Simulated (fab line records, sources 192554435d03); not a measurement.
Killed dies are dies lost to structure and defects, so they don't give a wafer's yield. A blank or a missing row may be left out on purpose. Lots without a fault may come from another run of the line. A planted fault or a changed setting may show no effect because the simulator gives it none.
Which tool did it? | flow n5_finfet | 24 lots, 72 wafers sampled, at 5 steps of a route of 1938

WHAT THE GAUGES READ, wafer by wafer
N5_BEOL_M10_INSPECT_13: inspects for defects (brightfield).
lot  | measured     | on                | raw_defect_count
L075 | day 11 21:03 | defect_inspect-01 | 465 463 452
L074 | day 12 00:52 | defect_inspect-02 | 428 537 366
L076 | day 12 06:50 | defect_inspect-01 | 383 342 356
L077 | day 12 20:31 | defect_inspect-01 | 405 463 369
L078 | day 13 05:31 | defect_inspect-01 | 381 405 401
L080 | day 13 05:41 | defect_inspect-01 | 395 434 492
L079 | day 13 06:25 | defect_inspect-01 | 496 398 376
L081 | day 13 12:39 | defect_inspect-01 | 459 466 463
L083 | day 13 21:52 | defect_inspect-01 | 580 401 307
L082 | day 14 06:55 | defect_inspect-02 | 295 364 231
L086 | day 14 07:05 | defect_inspect-02 | 476 364 464
L084 | day 14 14:43 | defect_inspect-02 | 347 277 406
L087 | day 14 17:30 | defect_inspect-02 | 588 485 482
L089 | day 14 21:36 | defect_inspect-01 | 391 545 529
L088 | day 15 06:59 | defect_inspect-01 | 276 456 440
L085 | day 15 07:35 | defect_inspect-01 | 468 327 344
L091 | day 15 11:42 | defect_inspect-02 | 238 293 416
L093 | day 15 19:11 | defect_inspect-02 | 342 442 419
L096 | day 16 07:29 | defect_inspect-01 | 566 719 474
L092 | day 16 16:28 | defect_inspect-02 | 363 328 440
L094 | day 16 23:41 | defect_inspect-02 | 649 863 575
L095 | day 17 07:35 | defect_inspect-02 | 367 360 383
L090 | day 17 10:19 | defect_inspect-02 | 459 428 590
L097 | day 18 07:06 | defect_inspect-02 | 498 811 596

N5_BEOL_M10_INSPECT_30: inspects for defects (brightfield).
lot  | measured     | on                | raw_defect_count
L075 | day 11 22:46 | defect_inspect-02 | 444 457 447
L074 | day 12 02:10 | defect_inspect-01 | 447 585 397
L076 | day 12 07:54 | defect_inspect-01 | 378 339 368
L077 | day 12 23:02 | defect_inspect-01 | 395 457 379
L078 | day 13 08:31 | defect_inspect-02 | 374 411 378
L080 | day 13 08:40 | defect_inspect-02 | 391 429 476
L079 | day 13 08:50 | defect_inspect-01 | 491 384 357
L081 | day 13 15:15 | defect_inspect-02 | 441 455 449
L083 | day 13 22:56 | defect_inspect-01 | 570 405 302
L082 | day 14 09:42 | defect_inspect-01 | 321 365 260
L086 | day 14 09:32 | defect_inspect-02 | 486 396 448
L084 | day 14 16:01 | defect_inspect-01 | 344 262 398
L087 | day 14 23:31 | defect_inspect-02 | 609 484 473
L089 | day 14 23:20 | defect_inspect-01 | 434 594 560
L088 | day 15 08:25 | defect_inspect-02 | 276 441 433
L085 | day 15 08:59 | defect_inspect-01 | 454 308 342
L091 | day 15 14:58 | defect_inspect-02 | 257 303 403
L093 | day 15 20:09 | defect_inspect-01 | 325 489 418
L096 | day 16 09:52 | defect_inspect-01 | 553 719 483
L092 | day 16 20:29 | defect_inspect-02 | 382 346 446
L094 | day 17 02:26 | defect_inspect-01 | 614 855 625
L095 | day 17 09:14 | defect_inspect-02 | 392 364 382
L090 | day 17 11:21 | defect_inspect-01 | 519 507 586
L097 | day 18 11:19 | defect_inspect-01 | 515 853 584

WHICH TOOL RAN EACH LOT (tool, then ch and the chambers of the sampled wafers, then the start)
lot  | N5_BEOL_M9_ANNEAL_51             | N5_BEOL_M10_HM_DEP_02        | N5_BEOL_M10_ETCH_61
L075 | rtp_anneal-02 ch 0, day 11 16:46 | pvd_sputter-01, day 11 20:37 | rie_diel-06 ch 2,3, day 11 21:08
L074 | rtp_anneal-02 ch 0, day 11 21:58 | pvd_sputter-02, day 12 00:19 | rie_diel-06 ch 0,2, day 12 01:19
L076 | rtp_anneal-02 ch 0, day 12 01:19 | pvd_sputter-02, day 12 06:17 | rie_diel-06 ch 2,3, day 12 07:00
L077 | rtp_anneal-01 ch 0, day 12 16:41 | pvd_sputter-01, day 12 19:56 | rie_diel-06 ch 1,2, day 12 20:35
L078 | rtp_anneal-02 ch 0, day 13 01:36 | pvd_sputter-01, day 13 04:58 | rie_diel-03 ch 0,1,2, day 13 05:40
L080 | rtp_anneal-01 ch 0, day 13 01:44 | pvd_sputter-01, day 13 05:04 | rie_diel-05 ch 0,1,2, day 13 05:46
L079 | rtp_anneal-02 ch 0, day 13 04:00 | pvd_sputter-03, day 13 06:00 | rie_diel-05 ch 0,1,3, day 13 06:29
L081 | rtp_anneal-02 ch 0, day 13 10:13 | pvd_sputter-01, day 13 12:13 | rie_diel-03 ch 1,2, day 13 12:43
L083 | rtp_anneal-01 ch 0, day 13 19:31 | pvd_sputter-01, day 13 21:26 | rie_diel-06 ch 0,2,3, day 13 21:58
L082 | rtp_anneal-02 ch 0, day 14 03:39 | pvd_sputter-03, day 14 06:22 | rie_diel-06 ch 1,2,3, day 14 07:10
L086 | rtp_anneal-01 ch 0, day 14 03:53 | pvd_sputter-02, day 14 06:26 | rie_diel-03 ch 0,1,2, day 14 07:27
L084 | rtp_anneal-01 ch 0, day 14 11:44 | pvd_sputter-03, day 14 14:10 | rie_diel-05 ch 1,2, day 14 14:47
L087 | rtp_anneal-01 ch 0, day 14 14:59 | pvd_sputter-03, day 14 16:57 | rie_diel-06 ch 0,1,3, day 14 17:38
L089 | rtp_anneal-01 ch 0, day 14 18:23 | pvd_sputter-01, day 14 21:03 | rie_diel-06 ch 0,1,3, day 14 21:40
L088 | rtp_anneal-01 ch 0, day 15 03:30 | pvd_sputter-03, day 15 06:34 | rie_diel-06 ch 0,2,3, day 15 07:18
L085 | rtp_anneal-02 ch 0, day 15 04:02 | pvd_sputter-03, day 15 07:02 | rie_diel-05 ch 0,2, day 15 07:48
L091 | rtp_anneal-01 ch 0, day 15 09:16 | pvd_sputter-01, day 15 11:09 | rie_diel-03 ch 1,2,3, day 15 11:46
L093 | rtp_anneal-02 ch 0, day 15 17:17 | pvd_sputter-03, day 15 18:46 | rie_diel-03 ch 0,1,2, day 15 19:16
L096 | rtp_anneal-01 ch 0, day 16 04:55 | pvd_sputter-02, day 16 07:04 | rie_diel-05 ch 0,1,3, day 16 07:44
L092 | rtp_anneal-01 ch 0, day 16 13:02 | pvd_sputter-01, day 16 15:55 | rie_diel-03 ch 0,1, day 16 16:32
L094 | rtp_anneal-02 ch 0, day 16 21:01 | pvd_sputter-02, day 16 23:08 | rie_diel-05 ch 0,1,3, day 17 00:02
L095 | rtp_anneal-02 ch 0, day 17 05:15 | pvd_sputter-03, day 17 07:10 | rie_diel-03 ch 1,3, day 17 07:44
L090 | rtp_anneal-02 ch 0, day 17 06:50 | pvd_sputter-03, day 17 09:46 | rie_diel-05 ch 1,3, day 17 10:23
L097 | rtp_anneal-02 ch 0, day 18 04:52 | pvd_sputter-01, day 18 06:40 | rie_diel-06 ch 0,1,2, day 18 07:10
- N5_BEOL_M9_ANNEAL_51: time 90 s.
- N5_BEOL_M10_HM_DEP_02: deposits TiN, target thk 20 nm.
- N5_BEOL_M10_ETCH_61: etches SiARC in CF4, target depth 39 nm, time 65 s.

WHAT THE TOOLS THEMSELVES READ (means of the sampled wafers that have a number; where no wafer has one, the mark that the record gives instead)
N5_BEOL_M9_ANNEAL_51.
lot  | tool          | wafer_temp_C_max
L075 | rtp_anneal-02 | 225.82
L074 | rtp_anneal-02 | 225.87
L076 | rtp_anneal-02 | 225.54
L077 | rtp_anneal-01 | 226.12
L078 | rtp_anneal-02 | 225.67
L080 | rtp_anneal-01 | 226.03
L079 | rtp_anneal-02 | 225.79
L081 | rtp_anneal-02 | 225.94
L083 | rtp_anneal-01 | 226.23
L082 | rtp_anneal-02 | 225.71
L086 | rtp_anneal-01 | 226.22
L084 | rtp_anneal-01 | 225.92
L087 | rtp_anneal-01 | 225.97
L089 | rtp_anneal-01 | 225.84
L088 | rtp_anneal-01 | 225.94
L085 | rtp_anneal-02 | 225.71
L091 | rtp_anneal-01 | 226.10
L093 | rtp_anneal-02 | 225.63
L096 | rtp_anneal-01 | 225.95
L092 | rtp_anneal-01 | 225.85
L094 | rtp_anneal-02 | 225.78
L095 | rtp_anneal-02 | 225.82
L090 | rtp_anneal-02 | 226.06
L097 | rtp_anneal-02 | 226.04

N5_BEOL_M10_HM_DEP_02.
lot  | tool           | chamber_pressure_pa (Pa) | throttle_valve_pct (%)
L075 | pvd_sputter-01 | 0.5006                   | 29.6
L074 | pvd_sputter-02 | 0.5004                   | 28.4
L076 | pvd_sputter-02 | 0.5002                   | 29.1
L077 | pvd_sputter-01 | 0.5002                   | 29.4
L078 | pvd_sputter-01 | 0.5008                   | 29.7
L080 | pvd_sputter-01 | 0.4994                   | 30.1
L079 | pvd_sputter-03 | 0.5005                   | 29.7
L081 | pvd_sputter-01 | 0.5012                   | 29.4
L083 | pvd_sputter-01 | 0.4998                   | 29.8
L082 | pvd_sputter-03 | 0.4998                   | 28.9
L086 | pvd_sputter-02 | 0.5001                   | 31.2
L084 | pvd_sputter-03 | 0.4996                   | 28.8
L087 | pvd_sputter-03 | 0.4997                   | 28.7
L089 | pvd_sputter-01 | 0.4994                   | 29.7
L088 | pvd_sputter-03 | 0.4999                   | 31.0
L085 | pvd_sputter-03 | 0.5003                   | 29.3
L091 | pvd_sputter-01 | 0.5002                   | 28.9
L093 | pvd_sputter-03 | 0.5000                   | 30.2
L096 | pvd_sputter-02 | 0.4991                   | 29.8
L092 | pvd_sputter-01 | 0.5013                   | 30.1
L094 | pvd_sputter-02 | 0.4991                   | 30.6
L095 | pvd_sputter-03 | 0.5004                   | 31.5
L090 | pvd_sputter-03 | 0.5003                   | 29.1
L097 | pvd_sputter-01 | 0.5006                   | 30.3

N5_BEOL_M10_ETCH_61.
lot  | tool        | drypump_motor_current_A (A) | etch_rf_on_time_s (s) | oes_product_au (a.u.) | rf_vpp_V (V) | showerhead_plenum_p_Torr (Torr) | throttle_valve_pct (%)
L075 | rie_diel-06 | 5.1                         | 63.8                  | 0.76                  | 183.2        | 2.12                            | 15.64
L074 | rie_diel-06 | 5.6                         | 65.0                  | 0.69                  | 183.9        | 2.13                            | 15.50
L076 | rie_diel-06 | 5.3                         | 64.9                  | 0.71                  | 183.7        | 2.13                            | 15.58
L077 | rie_diel-06 | 5.6                         | 65.5                  | 0.64                  | 183.5        | 2.11                            | 15.63
L078 | rie_diel-03 | 5.7                         | 64.5                  | 0.70                  | 183.6        | 2.13                            | 15.72
L080 | rie_diel-05 | 6.4                         | 64.3                  | 0.65                  | 183.4        | 2.08                            | 15.62
L079 | rie_diel-05 | 6.1                         | 64.6                  | 0.64                  | 184.1        | 2.08                            | 15.74
L081 | rie_diel-03 | 5.5                         | 63.9                  | 0.76                  | 184.4        | 2.14                            | 15.62
L083 | rie_diel-06 | 5.4                         | 64.1                  | 0.73                  | 184.0        | 2.11                            | 15.61
L082 | rie_diel-06 | 5.4                         | 64.4                  | 0.68                  | 183.5        | 2.09                            | 15.72
L086 | rie_diel-03 | 5.7                         | 64.8                  | 0.69                  | 184.0        | 2.12                            | 15.74
L084 | rie_diel-05 | 6.3                         | 65.3                  | 0.67                  | 184.4        | 2.17                            | 15.71
L087 | rie_diel-06 | 5.5                         | 64.3                  | 0.70                  | 183.3        | 2.07                            | 15.74
L089 | rie_diel-06 | 5.5                         | 63.6                  | 0.70                  | 182.7        | 2.07                            | 15.74
L088 | rie_diel-06 | 5.4                         | 63.9                  | 0.71                  | 183.5        | 2.11                            | 15.63
L085 | rie_diel-05 | 6.4                         | 64.3                  | 0.64                  | 183.6        | 2.10                            | 15.63
L091 | rie_diel-03 | 5.5                         | 64.2                  | 0.75                  | 184.3        | 2.14                            | 15.50
L093 | rie_diel-03 | 5.7                         | 63.9                  | 0.68                  | 183.5        | 2.12                            | 15.75
L096 | rie_diel-05 | 6.1                         | 64.4                  | 0.76                  | 185.1        | 2.15                            | 15.43
L092 | rie_diel-03 | 5.6                         | 64.3                  | 0.69                  | 183.3        | 2.06                            | 15.80
L094 | rie_diel-05 | 6.1                         | 64.6                  | 0.75                  | 184.9        | 2.15                            | 15.46
L095 | rie_diel-03 | 5.4                         | 64.9                  | 0.74                  | 184.3        | 2.08                            | 15.58
L090 | rie_diel-05 | 6.1                         | 64.0                  | 0.77                  | 184.8        | 2.21                            | 15.56
L097 | rie_diel-06 | 5.7                         | 65.5                  | 0.64                  | 182.6        | 2.08                            | 15.71

THE ANSWER, worked out from the rows above alone
Rule: what is usual is taken from the lots themselves. Put in order of their means at a reading, lots are off if they are a third of the lots or fewer, leave a main group of 4 or more, and stand apart from it by a gap of 3 or more times the standard deviation of the main group's means; of several such gaps the widest counts. A main group whose means are all the same, to the digits that the tables above print for the reading, isn't used. A lot without any number at a reading at which 4 lots or more have one is off too. The other lots that the step has rows for count as sound. The gauges are gone through in route order, then the tools' own readings, and for those a lot's mean is taken as printed above. The first step at which some lot is off is used, and at that step the reading that is off furthest; a lot without a number counts as furthest.
No lot is off at any reading shown: from this, nothing can be told.

WHAT THE SIMULATOR HAD PUT IN
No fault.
